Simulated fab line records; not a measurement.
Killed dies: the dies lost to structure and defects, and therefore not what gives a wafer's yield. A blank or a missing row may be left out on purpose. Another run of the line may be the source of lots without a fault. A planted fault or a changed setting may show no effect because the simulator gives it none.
fab line records	flow nandHarc
record: lots: 24	wafers: 72	lastDay: 33
route steps=1302 shown A_CHANNEL_HOLE_D2@570 A_CHANNEL_FILL_D2@615
lots with no fault: from the same line, run without faults
startH: start of the lot's first displayed wafer, in hours after the record's first day	waitH: hours from the lot's prior step to this one	" the same as in the row above	L1.1+2: a single row standing in for several wafers	- either no value or no given start	* or withheld: withheld	< > ~ a bound
route shown NAME@n: a module of which the file shows steps, and the number in the route of the first	usual: the fault-free wafers' mean and standard deviation	same: alike in all rows	chamber/n: place in a boat	sites: the reading at each site	_std_site: standard deviation of those values	_edge_site: inner sites' mean taken away from outer sites' mean	radiusMm: how far each site lies from the wafer's centre	mask NAME#n: copy n	behind: the tool/chamber that last shaped the wafer	hold: cause of the lot's hold/its duration in hours/its outcome	device: whichever transistor did not switch (one of n, p or np)	end of line: the route-end tests of the same wafers	for a step that has no rows: nothing shown but its recipe	killed: at the first sort, the dies lost to defects and structure; wafer yield is something else	map: shows each die of a wafer: x if killed, . if not, _ if none is there
set.NAME: the setting that was run; set.NAME@STEP: the one run at that earlier step	model.NAME: the simulator's own value behind a step, which no gauge read
route steps across a sampled set of lots; one table per step, one row per wafer
services: from which hour (startH, from the record's first day; less than 0 if before it) a tool's chamber was out of use, for how many hours, and why
== steps ==
step: NHARC_A_CHANNEL_HOLE_D2_DEP_00
recipe: targetThkA: 31000	tempC: 400	material: aC
usual: throttleValvePct: 35.000/0.0086
lot.wafer	tool	chamber	startH	waitH	throttleValvePct
L075.2	aclDep-02	0	283.56	2.0	35.007
L075.4	"	0	"	"	34.990
L075.5	"	0	"	"	34.988
L074.3	aclDep-01	0	283.83	2.6	34.992
L074.4	"	0	"	"	34.999
L074.6	"	0	"	"	35.009
L076.1	aclDep-01	0	319.33	0.1	35.008
L076.4	"	0	"	"	34.989
L076.5	"	0	"	"	35.005
L078.1	aclDep-03	0	330.97	3.7	34.994
L078.3	"	0	"	"	35.004
L078.4	"	0	"	"	34.998
L077.3	aclDep-02	0	331.63	4.3	35.006
L077.5	"	0	"	"	35.005
L077.6	"	0	"	"	34.989
L079.1	aclDep-02	0	334.61	1.8	34.993
L079.5	"	0	335.88	3.0	35.001
L079.6	"	0	"	"	34.992
L081.1	aclDep-03	0	352.79	0.1	35.005
L081.4	"	0	"	"	34.982
L081.6	"	0	"	"	34.992
L082.1	aclDep-01	0	367.35	2.1	35.011
L082.3	"	0	"	"	34.997
L082.4	"	0	"	"	34.993
L080.2	aclDep-02	0	368.27	2.9	35.016
L080.3	"	0	"	"	34.987
L080.6	"	0	"	"	34.988
L083.2	aclDep-03	0	378.76	1.8	34.994
L083.5	"	0	"	"	35.003
L083.6	"	0	"	"	34.982
L085.1	aclDep-02	0	391.59	0.1	34.998
L085.3	"	0	"	"	35.010
L085.4	"	0	"	"	35.007
L084.1	aclDep-02	0	407.75	4.0	35.003
L084.4	"	0	"	"	34.997
L084.6	"	0	"	"	34.989
L086.2	aclDep-01	0	410.08	1.3	34.991
L086.5	"	0	"	"	35.004
L086.6	"	0	"	"	34.999
L087.2	aclDep-01	0	419.99	0.4	34.987
L087.3	"	0	"	"	35.014
L087.6	"	0	"	"	35.009
L089.3	aclDep-01	0	437.15	3.7	35.004
L089.4	"	0	"	"	35.007
L089.6	"	0	"	"	34.996
L088.1	aclDep-03	0	437.16	3.7	35.008
L088.2	"	0	"	"	35.002
L088.4	"	0	"	"	35.003
L090.1	aclDep-01	0	449.55	1.4	35.008
L090.3	"	0	"	"	35.010
L090.5	"	0	"	"	34.987
L091.3	aclDep-03	0	450.04	2.1	34.990
L091.4	"	0	"	"	35.004
L091.6	"	0	"	"	35.004
L092.1	aclDep-03	0	468.39	0.1	35.002
L092.4	"	0	"	"	35.008
L092.5	"	0	"	"	35.010
L093.4	aclDep-02	0	487.25	5.6	34.996
L093.5	"	0	"	"	35.015
L093.6	"	0	"	"	34.988
L094.2	aclDep-01	0	496.44	5.7	34.994
L094.3	"	0	"	"	35.002
L094.4	"	0	"	"	34.994
L095.1	aclDep-02	0	499.16	0.1	35.002
L095.4	"	0	"	"	34.989
L095.6	"	0	"	"	35.020
L097.2	aclDep-01	0	514.40	0.4	35.003
L097.4	"	0	"	"	35.007
L097.6	"	0	"	"	35.005
L096.4	aclDep-02	0	515.03	1.0	35.000
L096.5	"	0	"	"	34.998
L096.6	"	0	"	"	35.002
step: NHARC_A_CHANNEL_HOLE_D2_ETCH_24
recipe: biasV: 5000	sourceW: withheld	pressureMtorr: 20	timeS: 906.2	arFlowSccm: 375	c4f8FlowSccm: 93.8	o2FlowSccm: 31.2	tempC: -20	targetDepthA: 15000	chemistry: C4F8/O2/Ar
usual: drypumpMotorCurrentA: 5.9/0.62	showerheadPlenumPTorr: 3.73/0.16	throttleValvePct: 32.235/0.0083
lot.wafer	tool	chamber	startH	waitH	drypumpMotorCurrentA	rfHoursCounterH	showerheadPlenumPTorr	throttleValvePct
L074.4	harEtch-01	1	292.01	0.6	5.3	-	3.69	32.231
L074.3	"	0	"	"	5.3	-	3.55	32.241
L074.6	"	0	"	"	5.4	-	3.55	32.230
L075.2	harEtch-01	1	296.04	0.6	5.3	155	3.69	32.235
L075.4	"	1	"	"	5.3	-	3.69	32.251
L075.5	"	0	"	"	5.3	-	3.55	32.227
L076.1	harEtch-02	0	327.98	0.6	5.9	383	3.62	32.241
L076.4	"	0	"	"	5.9	-	3.62	32.229
L076.5	"	1	"	"	6.9	-	3.92	32.237
L078.1	harEtch-02	0	338.74	0.6	5.9	391	3.61	32.257
L078.4	"	0	"	"	5.9	-	3.61	32.244
L078.3	"	1	"	"	6.8	-	3.92	32.232
L077.3	harEtch-01	1	339.33	0.6	5.3	-	3.68	32.234
L077.6	"	0	"	"	5.4	-	3.54	32.232
L077.5	"	1	"	"	5.3	-	3.68	32.236
L079.1	harEtch-02	1	343.01	0.6	6.9	379	3.91	32.239
L079.6	"	0	"	"	5.9	-	3.61	32.238
L079.5	"	1	"	"	6.8	-	3.91	32.223
L081.1	harEtch-01	0	358.79	0.6	5.4	189	3.53	32.236
L081.4	"	1	"	"	5.3	-	3.67	32.231
L081.6	"	1	"	"	5.3	-	3.67	32.250
L082.1	harEtch-01	1	373.50	0.6	5.3	197	3.67	32.223
L082.3	"	1	"	"	5.3	-	3.67	32.228
L082.4	"	0	"	"	5.4	-	3.53	32.230
L080.2	harEtch-02	0	374.10	0.6	5.9	414	3.60	32.233
L080.3	"	1	"	"	6.8	-	3.90	32.228
L080.6	"	0	"	"	5.9	-	3.60	32.227
L083.2	harEtch-01	0	390.03	0.6	5.4	209	3.52	32.235
L083.6	"	1	"	"	5.3	-	3.66	32.227
L083.5	"	0	"	"	5.3	-	3.52	32.241
L085.1	harEtch-02	0	400.43	0.6	5.9	6	3.92	32.234
L085.4	"	1	"	"	6.8	-	3.90	32.253
L085.3	"	0	"	"	5.9	-	3.92	32.224
L084.1	harEtch-01	0	416.08	0.6	5.4	227	3.51	32.241
L084.4	"	0	"	"	5.4	-	3.51	32.229
L084.6	"	1	"	"	5.3	-	3.65	32.233
L086.2	harEtch-02	1	417.77	0.6	6.8	17	3.89	32.227
L086.5	"	1	"	"	6.8	-	3.89	32.243
L086.6	"	0	"	"	5.9	-	3.92	32.247
L087.2	harEtch-02	1	425.82	0.6	6.8	21	3.89	32.224
L087.3	"	1	"	"	6.8	-	3.89	32.234
L087.6	"	1	"	"	6.8	-	3.89	32.220
L089.3	harEtch-02	1	445.94	0.6	6.8	-	3.88	32.228
L089.4	"	0	"	"	5.9	-	3.91	32.221
L089.6	"	1	"	"	6.8	-	3.88	32.229
L088.2	harEtch-01	1	446.76	0.6	5.3	246	3.64	32.233
L088.1	"	0	"	"	5.3	246	3.50	32.231
L088.4	"	1	"	"	5.3	-	3.64	32.243
L091.3	harEtch-02	1	455.81	0.6	6.9	-	3.88	32.248
L091.4	"	0	"	"	5.9	-	3.90	32.238
L091.6	"	1	"	"	6.8	-	3.88	32.253
L090.1	harEtch-01	0	456.14	0.6	5.4	254	3.50	32.236
L090.3	"	0	"	"	5.3	-	3.50	32.228
L090.5	"	0	"	"	5.4	-	3.50	32.218
L092.1	harEtch-02	1	474.65	0.6	6.8	48	3.87	32.230
L092.4	"	0	"	"	5.9	-	3.90	32.240
L092.5	"	1	"	"	6.8	-	3.87	32.236
L093.4	harEtch-02	0	492.82	0.6	5.9	-	3.89	32.240
L093.5	"	1	"	"	6.9	-	3.87	32.238
L093.6	"	0	"	"	5.9	-	3.89	32.224
L094.2	harEtch-01	1	503.39	0.6	5.3	277	3.62	32.236
L094.3	"	1	"	"	5.3	-	3.62	32.245
L094.4	"	0	"	"	5.4	-	3.49	32.243
L095.1	harEtch-02	1	505.31	0.6	6.8	67	3.86	32.236
L095.4	"	1	"	"	6.8	-	3.86	32.242
L095.6	"	1	"	"	6.8	-	3.86	32.238
L096.4	harEtch-01	0	520.48	0.6	5.4	-	3.48	32.229
L096.6	"	0	"	"	5.4	-	3.48	32.235
L096.5	"	1	"	"	5.3	-	3.62	32.231
L097.2	harEtch-02	0	520.50	0.6	5.9	75	3.89	32.220
L097.4	"	1	"	"	6.9	-	3.86	32.232
L097.6	"	1	"	"	6.8	-	3.86	32.238
step: NHARC_A_CHANNEL_FILL_D2_ALD_15
recipe: targetThkA: 20	pulseTimeS: 60	aldCycles: 19	tempC: 630	pressureTorr: 2	material: SiNx
usual: chamberPressureTorr: 2.000/0.0045	precursorPulseHeightRel: 0.998/0.02
lot.wafer	tool	chamber	startH	waitH	chamberPressureTorr	precursorPulseHeightRel
L074.3	aldSinBatch-03	0	-	-	2.001	0.985
L074.4	"	0	"	"	2.008	1.010
L074.6	"	0	"	"	2.002	0.979
L075.2	aldSinBatch-03	0	-	-	1.988	1.004
L075.4	"	0	"	"	1.991	1.024
L075.5	"	0	"	"	1.995	0.970
L076.1	aldSinBatch-02	0	-	-	2.001	1.000
L076.4	"	0	"	"	1.997	0.998
L076.5	"	0	"	"	2.002	1.044
L077.3	aldSinBatch-02	0	-	-	1.995	1.022
L077.5	"	0	"	"	1.995	0.989
L077.6	"	0	"	"	1.999	1.013
L078.1	aldSinBatch-02	0	-	-	2.003	0.968
L078.3	"	0	"	"	2.003	1.008
L078.4	"	0	"	"	2.002	1.023
L079.1	aldSinBatch-02	0	-	-	1.992	0.978
L079.5	"	0	"	"	2.000	0.966
L079.6	"	0	"	"	1.994	1.004
L081.1	aldSinBatch-03	0	-	-	1.999	1.002
L081.4	"	0	"	"	1.995	1.023
L081.6	"	0	"	"	1.997	0.982
L080.2	aldSinBatch-02	0	-	-	1.999	0.974
L080.3	"	0	"	"	2.010	1.004
L080.6	"	0	"	"	2.003	0.944
L082.1	aldSinBatch-02	0	-	-	1.999	0.969
L082.3	"	0	"	"	2.002	1.006
L082.4	"	0	"	"	2.002	0.979
L083.2	aldSinBatch-03	0	-	-	2.002	1.026
L083.5	"	0	"	"	1.998	1.016
L083.6	"	0	"	"	1.996	1.002
L085.1	aldSinBatch-03	0	-	-	1.996	1.002
L085.3	"	0	"	"	1.998	0.974
L085.4	"	0	"	"	1.994	1.018
L084.1	aldSinBatch-01	0	-	-	2.004	0.975
L084.4	"	0	"	"	2.002	0.986
L084.6	"	0	"	"	2.000	0.979
L086.2	aldSinBatch-01	0	-	-	2.003	0.971
L086.5	"	0	"	"	2.001	0.985
L086.6	"	0	"	"	2.001	1.025
L087.2	aldSinBatch-01	0	-	-	2.003	1.013
L087.3	"	0	"	"	2.003	0.987
L087.6	"	0	"	"	2.001	0.981
L088.1	aldSinBatch-01	0	-	-	1.999	0.966
L088.2	"	0	"	"	2.004	1.008
L088.4	"	0	"	"	1.992	0.987
L089.3	aldSinBatch-01	0	-	-	2.001	1.002
L089.4	"	0	"	"	2.003	0.992
L089.6	"	0	"	"	1.994	1.011
L090.1	aldSinBatch-01	0	-	-	1.997	1.005
L090.3	"	0	"	"	1.994	0.988
L090.5	"	0	"	"	2.000	0.970
L091.3	aldSinBatch-01	0	-	-	2.004	0.994
L091.4	"	0	"	"	2.009	0.972
L091.6	"	0	"	"	2.003	1.011
L092.1	aldSinBatch-01	0	-	-	2.009	1.015
L092.4	"	0	"	"	2.001	1.006
L092.5	"	0	"	"	2.001	1.001
L093.4	aldSinBatch-03	0	507.05	3.2	2.008	1.002
L093.5	"	0	"	"	2.004	0.989
L093.6	"	0	"	"	1.998	1.024
L094.2	aldSinBatch-02	0	-	-	1.999	0.990
L094.3	"	0	"	"	1.998	1.028
L094.4	"	0	"	"	1.998	0.977
L095.1	aldSinBatch-02	0	-	-	2.003	1.024
L095.4	"	0	"	"	1.999	1.024
L095.6	"	0	"	"	2.001	0.992
L096.4	aldSinBatch-03	0	-	-	1.999	1.030
L096.5	"	0	"	"	1.999	1.000
L096.6	"	0	"	"	1.996	1.036
L097.2	aldSinBatch-03	0	-	-	1.992	0.968
L097.4	"	0	"	"	1.994	1.005
L097.6	"	0	"	"	1.991	0.976
step: NHARC_A_CHANNEL_FILL_D2_ALD_16
recipe: targetThkA: 15	pulseTimeS: 10	aldCycles: 15	tempC: 300	material: SiO2
usual: heaterPowerW: 470/45	precursorPulseHeightRel: 1.003/0.018
lot.wafer	tool	chamber	startH	waitH	heaterPowerW	precursorPulseHeightRel	sinceWetCleanH
L074.4	aldHk-02	0	311.59	0.0	502	0.993	126
L074.3	"	2	"	"	411	0.967	126
L074.6	"	1	"	"	495	1.032	-
L075.4	aldHk-01	1	311.65	0.1	480	0.985	3
L075.2	"	2	"	"	439	1.028	3
L075.5	"	3	"	"	467	0.997	-
L076.1	aldHk-04	1	344.02	0.0	502	1.000	78
L076.4	"	0	"	"	515	1.004	78
L076.5	"	1	"	"	491	0.971	-
L077.3	aldHk-01	2	354.78	0.1	433	1.010	46
L077.5	"	3	"	"	474	0.967	-
L077.6	"	0	"	"	466	0.994	-
L078.1	aldHk-01	2	354.86	0.2	432	1.020	46
L078.4	"	0	"	"	465	0.997	46
L078.3	"	1	"	"	485	1.019	46
L079.1	aldHk-01	0	358.97	0.1	462	0.984	50
L079.6	"	1	"	"	483	1.010	-
L079.5	"	2	"	"	432	0.998	-
L081.4	aldHk-04	1	374.74	0.0	494	1.010	109
L081.1	"	2	"	"	401	1.014	109
L081.6	"	1	"	"	506	1.001	-
L082.4	aldHk-02	0	391.17	1.7	537	0.996	27
L082.3	"	2	"	"	409	1.016	28
L082.1	"	3	"	"	531	0.998	28
L080.3	aldHk-04	3	391.20	1.8	515	0.996	125
L080.2	"	0	"	"	507	1.006	125
L080.6	"	2	"	"	398	1.018	-
L083.2	aldHk-01	3	405.93	0.1	478	1.007	97
L083.6	"	1	"	"	488	0.973	-
L083.5	"	2	"	"	424	0.982	-
L085.1	aldHk-04	1	416.32	0.0	506	0.984	150
L085.4	"	2	"	"	402	0.994	150
L085.3	"	3	"	"	520	0.988	150
L084.1	aldHk-02	2	432.42	0.4	404	1.010	69
L084.4	"	0	"	"	540	1.018	69
L084.6	"	2	"	"	408	0.974	-
L086.2	aldHk-02	3	432.60	0.6	533	1.015	69
L086.6	"	1	"	"	476	1.019	-
L086.5	"	2	"	"	419	0.987	-
L087.2	aldHk-02	0	441.80	0.1	528	0.960	78
L087.3	"	1	"	"	478	0.987	78
L087.6	"	3	"	"	525	1.012	-
L089.4	aldHk-01	3	464.97	0.1	477	1.009	156
L089.3	"	0	"	"	477	1.001	156
L089.6	"	3	"	"	468	1.020	-
L088.2	aldHk-01	3	465.10	0.2	462	0.989	156
L088.4	"	0	"	"	468	1.047	156
L088.1	"	1	"	"	485	1.002	156
L090.3	aldHk-04	0	473.44	0.1	508	0.989	29
L090.1	"	2	"	"	365	1.014	29
L090.5	"	0	"	"	503	0.999	-
L091.4	aldHk-02	2	473.65	0.3	409	1.033	110
L091.3	"	3	"	"	524	1.003	110
L091.6	"	1	"	"	475	0.986	-
L092.1	aldHk-04	3	492.27	1.4	481	0.998	48
L092.4	"	0	"	"	512	1.017	48
L092.5	"	1	"	"	510	1.021	-
L093.4	aldHk-01	0	510.09	1.0	440	1.001	23
L093.5	"	1	"	"	454	1.014	-
L093.6	"	2	"	"	426	1.018	-
L095.4	aldHk-02	3	519.55	0.3	530	0.987	156
L095.1	"	0	"	"	531	0.979	156
L095.6	"	2	"	"	410	0.992	-
L094.3	aldHk-02	3	519.68	0.4	528	1.004	156
L094.2	"	0	"	"	536	1.022	156
L094.4	"	1	"	"	483	1.002	156
L097.4	aldHk-04	3	536.28	0.1	485	1.054	92
L097.2	"	0	"	"	508	1.023	92
L097.6	"	2	"	"	371	1.024	-
L096.4	aldHk-04	2	536.66	0.5	367	0.967	93
L096.5	"	0	"	"	535	1.011	-
L096.6	"	1	"	"	510	0.998	-
step: NHARC_A_CHANNEL_FILL_D2_ETCHBACK_20
recipe: targetDepthA: 270	timeS: 13.5	c4f8FlowSccm: withheld	o2FlowSccm: 8	arFlowSccm: withheld	rfW: 600	biasW: 1500	chemistry: C4F8/O2/Ar
usual: oesProductAu: 0.989/0.022	rfVppV: 979/6.6
lot.wafer	tool	chamber	startH	waitH	oesProductAu	rfHoursCounterH	rfVppV
L074.4	rieDiel-01	2	324.77	-	1.001	3	985
L074.3	"	1	"	"	1.004	3	988
L074.6	"	2	"	"	1.003	-	986
L075.2	rieDiel-08	3	324.80	-	0.954	3	985
L075.5	"	2	"	"	0.952	-	972
L075.4	"	3	"	"	0.945	-	984
L076.4	rieDiel-01	2	355.63	-	1.005	4	983
L076.1	"	3	"	"	1.013	4	972
L076.5	"	0	"	"	1.001	-	977
L077.3	rieDiel-07	2	366.20	-	1.006	9	975
L077.5	"	2	"	"	1.017	-	973
L077.6	"	3	"	"	1.014	-	974
L078.4	rieDiel-08	3	366.21	-	0.991	4	985
L078.3	"	0	"	"	0.990	4	988
L078.1	"	2	"	"	1.006	4	974
L079.1	rieDiel-01	0	370.35	-	0.998	4	975
L079.5	"	0	"	"	0.990	-	977
L079.6	"	1	"	"	1.012	-	989
L081.4	rieDiel-07	0	386.72	-	0.998	10	970
L081.1	"	2	"	"	1.006	12	973
L081.6	"	1	"	"	0.998	-	985
L082.1	rieDiel-07	0	404.05	-	1.004	14	969
L082.4	"	1	"	"	1.001	14	984
L082.3	"	2	"	"	1.008	15	973
L080.2	rieDiel-08	1	404.07	-	0.921	0	980
L080.3	"	2	"	"	0.914	1	973
L080.6	"	3	"	"	0.929	-	983
L083.2	rieDiel-07	0	417.34	-	1.001	17	969
L083.6	"	0	"	"	0.991	-	970
L083.5	"	1	"	"	0.999	-	984
L085.1	rieDiel-07	0	428.30	-	0.988	18	970
L085.4	"	1	"	"	0.999	18	986
L085.3	"	2	"	"	0.994	19	972
L086.2	rieDiel-08	3	444.36	-	0.999	2	985
L086.6	"	3	"	"	1.011	-	984
L086.5	"	0	"	"	1.001	-	989
L084.4	rieDiel-07	1	444.36	-	1.009	20	986
L084.1	"	3	"	"	1.006	20	972
L084.6	"	2	"	"	1.018	-	973
L087.3	rieDiel-01	1	453.20	-	1.001	2	988
L087.2	"	2	"	"	0.991	2	983
L087.6	"	1	"	"	0.993	-	987
L089.4	rieDiel-01	2	476.37	-	0.977	2	984
L089.3	"	0	"	"	0.985	3	975
L089.6	"	3	"	"	0.987	-	972
L088.1	rieDiel-08	2	476.37	-	0.934	2	973
L088.2	"	3	"	"	0.939	3	983
L088.4	"	0	"	"	0.948	3	988
L090.3	rieDiel-07	0	485.05	-	1.016	0	970
L090.1	"	1	"	"	1.004	0	985
L090.5	"	0	"	"	1.025	-	969
L091.3	rieDiel-08	0	485.06	-	0.983	3	989
L091.4	"	2	"	"	0.982	2	973
L091.6	"	0	"	"	0.977	-	988
L092.4	rieDiel-01	0	504.43	-	0.976	3	977
L092.1	"	1	"	"	1.002	3	988
L092.5	"	0	"	"	0.977	-	977
L093.4	rieDiel-08	0	522.06	-	0.982	4	989
L093.6	"	2	"	"	0.985	-	974
L093.5	"	3	"	"	1.008	-	984
L094.2	rieDiel-08	3	531.06	-	0.999	4	982
L094.4	"	0	"	"	0.976	5	989
L094.3	"	2	"	"	0.987	4	973
L095.1	rieDiel-07	1	531.06	-	0.977	7	986
L095.4	"	0	"	"	0.996	6	969
L095.6	"	1	"	"	0.974	-	986
L097.4	rieDiel-01	3	548.52	-	0.976	4	972
L097.2	"	0	"	"	0.973	4	978
L097.6	"	1	"	"	0.995	-	988
L096.4	rieDiel-01	0	548.57	-	0.977	4	978
L096.6	"	3	"	"	0.974	-	974
L096.5	"	0	"	"	0.969	-	976
step: NHARC_A_CHANNEL_FILL_D2_ETCHBACK_08
recipe: targetDepthA: 2200	timeS: 110	c4f8FlowSccm: 20	arFlowSccm: withheld	rfW: 600	biasW: 300	chemistry: C4F8
usual: oesProductAu: 0.96/0.038	rfVppV: 441.7/2.9
lot.wafer	tool	chamber	startH	waitH	oesProductAu	rfHoursCounterH	rfVppV
L074.3	rieDiel-01	0	-	-	0.93	3	438.5
L074.4	"	1	"	"	0.94	4	443.7
L074.6	"	0	"	"	0.94	-	439.6
L075.2	rieDiel-08	0	-	-	0.91	4	444.5
L075.5	"	3	"	"	0.93	-	442.2
L075.4	"	0	"	"	0.92	-	444.7
L076.1	rieDiel-07	2	-	-	0.99	11	438.7
L076.4	"	1	"	"	1.01	-	443.7
L076.5	"	2	"	"	1.00	-	440.6
L078.1	rieDiel-08	3	-	-	1.01	0	443.6
L078.3	"	1	"	"	1.01	0	440.7
L078.4	"	2	"	"	1.01	0	441.0
L077.3	rieDiel-08	3	-	-	1.02	0	443.1
L077.5	"	0	"	"	0.99	-	446.5
L077.6	"	1	"	"	1.01	-	440.5
L079.1	rieDiel-08	0	-	-	1.00	0	446.1
L079.5	"	2	"	"	0.99	-	439.4
L079.6	"	3	"	"	1.02	-	442.8
L081.1	rieDiel-01	0	-	-	1.00	0	440.2
L081.4	"	2	"	"	0.99	0	443.3
L081.6	"	3	"	"	0.99	-	439.4
L080.2	rieDiel-08	2	-	-	0.92	1	439.2
L080.3	"	0	"	"	0.93	1	446.2
L080.6	"	2	"	"	0.92	-	438.8
L082.3	rieDiel-07	2	-	-	0.93	18	438.3
L082.4	"	3	"	"	0.94	17	439.1
L082.1	"	0	"	"	0.92	17	436.4
L083.2	rieDiel-08	3	-	-	1.01	2	442.3
L083.5	"	0	"	"	0.99	-	446.5
L083.6	"	1	"	"	0.92	-	441.2
L085.4	rieDiel-01	2	-	-	0.96	2	443.0
L085.1	"	0	"	"	0.98	2	439.3
L085.3	"	1	"	"	0.98	2	444.2
L084.4	rieDiel-08	0	-	-	1.00	3	445.8
L084.1	"	1	"	"	1.01	2	441.2
L084.6	"	0	"	"	1.00	-	445.7
L086.2	rieDiel-08	1	-	-	0.93	3	440.6
L086.6	"	2	"	"	0.99	-	439.6
L086.5	"	1	"	"	0.93	-	442.4
L087.2	rieDiel-01	2	-	-	0.91	2	444.1
L087.3	"	0	"	"	0.90	3	440.5
L087.6	"	3	"	"	0.92	-	436.6
L088.2	rieDiel-08	3	-	-	0.94	3	442.6
L088.4	"	1	"	"	0.92	4	442.5
L088.1	"	2	"	"	0.91	3	440.4
L089.3	rieDiel-01	1	-	-	0.93	3	446.0
L089.4	"	2	"	"	0.92	2	443.7
L089.6	"	2	"	"	0.92	-	443.0
L091.3	rieDiel-08	1	-	-	0.93	4	440.6
L091.4	"	3	"	"	0.94	4	444.7
L091.6	"	1	"	"	0.93	-	442.5
L090.1	rieDiel-08	0	-	-	0.94	4	444.2
L090.3	"	2	"	"	0.95	3	439.0
L090.5	"	1	"	"	0.96	-	441.7
L092.4	rieDiel-01	1	-	-	0.93	4	444.3
L092.1	"	2	"	"	0.92	3	443.2
L092.5	"	3	"	"	0.91	-	438.4
L093.4	rieDiel-01	2	-	-	0.93	3	443.2
L093.5	"	1	"	"	0.92	-	444.8
L093.6	"	2	"	"	0.92	-	441.8
L095.1	rieDiel-01	3	-	-	0.94	4	437.3
L095.6	"	3	"	"	0.95	-	437.8
L095.4	"	2	"	"	0.98	-	443.8
L094.3	rieDiel-07	2	-	-	1.03	13	437.3
L094.2	"	3	"	"	1.01	11	437.8
L094.4	"	1	"	"	1.02	11	444.6
L096.4	rieDiel-08	3	-	-	1.01	1	444.4
L096.6	"	1	"	"	0.99	-	440.5
L096.5	"	2	"	"	1.00	-	438.0
L097.4	rieDiel-01	1	-	-	0.99	0	444.6
L097.2	"	3	"	"	0.99	0	438.4
L097.6	"	1	"	"	0.99	-	445.6
== services ==
tool	chamber	startH	hours	kind
rieDiel-08	3	265.05	3.0	repair
rieDiel-07	-	294.27	9.0	pm
rieDiel-07	0	308.65	4.3	repair
rieDiel-08	1	320.84	37.1	repair
rieDiel-07	-	336.90	0.4	repair
rieDiel-08	0	344.63	8.2	repair
rieDiel-01	0	357.06	4.0	repair
rieDiel-08	-	367.80	9.0	pm
rieDiel-07	3	370.70	8.8	repair
aclDep-01	-	371.06	13.0	pm
harEtch-02	-	377.00	17.0	pm
rieDiel-01	-	380.80	9.0	pm
rieDiel-08	1	416.84	15.6	repair
aclDep-02	-	424.45	13.0	pm
rieDiel-08	2	439.03	7.0	repair
rieDiel-01	2	462.34	6.6	repair
rieDiel-08	0	464.14	3.6	repair
rieDiel-07	-	471.32	9.0	pm
rieDiel-07	1	535.80	6.2	repair
rieDiel-08	-	544.80	9.0	pm
rieDiel-01	0	545.53	3.0	repair
aclDep-01	-	552.27	13.0	pm
rieDiel-07	1	556.54	21.6	repair
rieDiel-01	-	557.80	9.0	pm
== key ==
fault none
